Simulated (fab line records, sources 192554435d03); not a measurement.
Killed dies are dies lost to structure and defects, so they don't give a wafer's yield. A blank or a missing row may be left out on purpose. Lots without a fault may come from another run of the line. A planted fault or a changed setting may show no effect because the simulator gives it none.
Chamber matching | flow n5_finfet | N5_BEOL_M15_ETCH_61 on rie_diel-02: 4 sister chambers
The step etches BARC in N2/H2, target depth 89 nm, overetch 26.7 nm, time 67.9 s. 8 wafers are shown with their chamber, then 7 later ones without.

WAFERS WITH THEIR CHAMBER
wafer  | chamber | drypump_motor_current_A (A) | throttle_valve_pct (%)
L829.5 | 1       | 5.90                        | 18.21
L832.2 | 3       | 5.61                        | 17.66
L832.6 | 1       | 5.89                        | 18.21
L833.2 | 2       | 5.32                        | 17.83
L833.3 | 0       | 6.11                        | 18.19
L833.5 | 0       | 6.11                        | 18.17
L836.1 | 3       | 5.59                        | 17.69
L836.3 | 2       | 5.31                        | 17.84

WAFERS WITHOUT THEIR CHAMBER
wafer  | drypump_motor_current_A (A) | throttle_valve_pct (%)
L836.4 | 6.11                        | 18.21
L839.2 | 6.09                        | 18.20
L839.4 | 5.61                        | 17.72
L839.5 | 5.91                        | 17.79
L842.1 | 5.60                        | 17.71
L842.3 | 6.08                        | 18.21
L842.4 | 5.88                        | 17.79

WHICH CHAMBER EACH WENT THROUGH
wafer  | from the rows above     | in truth
L836.4 | 0                       | 0
L839.2 | 0                       | 0
L839.4 | 3                       | 3
L839.5 | 1                       | 1
L842.1 | 3                       | 3
L842.3 | 0                       | 0
L842.4 | can't be placed: 1 or 3 | 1
Placed correctly: 6 of 7. Can't be placed from these rows: 1 (the true chamber is among the candidates in 1). Placed wrongly: 0.
How it was worked out, from the rows above alone: a wafer's distance from a chamber is the root of the sum, over the readings, of the square of ((its reading less the chamber's mean) divided by the reading's scatter). The wafer belongs to the nearest chamber; if the next one is less than 2 further off, it can't be placed. A chamber's mean is the mean of its shown wafers. The scatter: the root of (the sum of the squares of (reading less its chamber's mean) over the shown wafers, divided by (wafers less chambers)).
